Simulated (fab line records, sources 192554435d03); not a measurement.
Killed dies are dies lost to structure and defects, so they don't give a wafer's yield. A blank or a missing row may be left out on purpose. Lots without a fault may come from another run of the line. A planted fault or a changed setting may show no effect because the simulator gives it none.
Chamber matching | flow n5_finfet | N5_MOL_CONTACT_COAG_ALD_123 on ald_sin-04: 4 sister chambers
The step deposits SiNx, target thk 5 nm, pulse time 1 s, purge time 2 s. 4 wafers are shown with their chamber, then 7 later ones without.

WAFERS WITH THEIR CHAMBER
wafer  | chamber | heater_power_w (W)
L085.2 | 0       | 808
L090.3 | 1       | 815
L094.3 | 2       | 766
L094.4 | 3       | 896

WAFERS WITHOUT THEIR CHAMBER
wafer  | heater_power_w (W)
L094.6 | 832
L095.2 | 780
L095.5 | 760
L095.6 | 919
L097.2 | 898
L097.4 | 804
L097.6 | 906

WHICH CHAMBER EACH WENT THROUGH
wafer  | from the rows above          | in truth
L094.6 | can't be placed: 1 or 0      | 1
L095.2 | can't be placed: 2 or 0 or 1 | 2
L095.5 | 2                            | 2
L095.6 | 3                            | 3
L097.2 | 3                            | 3
L097.4 | can't be placed: 0 or 1      | 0
L097.6 | 3                            | 3
Placed correctly: 4 of 7. Can't be placed from these rows: 3 (the true chamber is among the candidates in 3). Placed wrongly: 0.
How it was worked out, from the rows above alone: a wafer's distance from a chamber is the root of the sum, over the readings, of the square of ((its reading less the chamber's mean) divided by the reading's scatter). The wafer belongs to the nearest chamber; if the next one is less than 2 further off, it can't be placed. A chamber's mean is the mean of its shown wafers. The scatter: with one shown wafer a chamber, the root of the mean of the squares of how far each hidden wafer lies from its nearest shown one.
